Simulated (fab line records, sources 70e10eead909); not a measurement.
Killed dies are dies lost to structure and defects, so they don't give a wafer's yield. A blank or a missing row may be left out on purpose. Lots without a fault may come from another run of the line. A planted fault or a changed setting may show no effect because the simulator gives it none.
Problem report in the 8D (eight disciplines) form, filled by code | flow nand_harc | the parts of the form that need people (team, actions taken, sign-off) are left out

1. THE PROBLEM
heater_power_total_W at NHARC_P_M0_SOFTBAKE_04 reads a mean of 285.23 W on 5 wafers of 2 lots; wafers without a fault read 188.45 W with a standard deviation of 0.15. That is +99 or more standard deviations from the usual mean.
The step: time 55 s.
First seen on wafer L550.2, day 13 00:00, on litho_track-04. The record holds 38 wafers of 13 lots with a number at this step. Rule for "out", or "out of limits": more than 4 standard deviations from the usual mean. The other wafers with a number count as sound.

2. WHAT IT IS AND WHAT IT IS NOT
question                    | is                     | is not
which readings at this step | heater_power_total_W   | -
which lots                  | L550, L552             | L534, L536, L537, L538, L539, L541, L542, L543, L553, L555, L556
which wafers of those lots  | all that have a number | -
read on which tools         | litho_track-04         | litho_track-01, litho_track-06
when                        | from day 13 00:00      | up to then (24 sound wafers); but 9 sound wafers of L553, L555, L556 came after

3. SUSPECTS, AND WHAT RULES EACH OUT
Counting: a tool at a process step up to the reading stays a suspect if it ran every lot that is out and no sound lot after the first of them.
- litho_track-04 at NHARC_P_M0_SOFTBAKE_04 (time 55 s): kept. It ran every lot that is out, first L550 (day 13 00:00), and no sound lot after that; its last sound lot up to then is L539 (day 9 05:00). Its own readings are out on those wafers: heater_power_total_W.
Left after counting: litho_track-04 at NHARC_P_M0_SOFTBAKE_04.

4. THE CAUSE (what the simulator had put in)
Process parameter drift: litho_track-04, from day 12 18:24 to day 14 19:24, at NHARC_P_M0_SOFTBAKE_04. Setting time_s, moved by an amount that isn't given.
Counting left only this tool.

5. THE CHAIN OF EFFECTS, in route order
Each row: a reading whose mean over the struck wafers that have a number lies more than 3 standard deviations from the usual. Only readings for which the record gives a usual standard deviation are gone through. hours: the time from each lot's start at the first step in this table that gives one to its start at this step, as a median over the lots. sigmas: the change in usual standard deviations.
hours | step                   | reading              | usual    | on struck wafers | change | sigmas
0     | NHARC_P_M0_SOFTBAKE_04 | heater_power_total_W | 188.45 W | 285.23           | +96.78 | +99 or more
The process steps in it:
- NHARC_P_M0_SOFTBAKE_04: time 55 s.
Later measuring or inspecting steps at which every struck wafer that the step has a row for has a number for every such reading, and none has moved that far: NHARC_END_SORT_01.

6. WHAT WOULD HAVE CAUGHT IT SOONER
In this record the first reading out of limits was taken at day 13 00:00, 6 hours after the fault began at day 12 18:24.
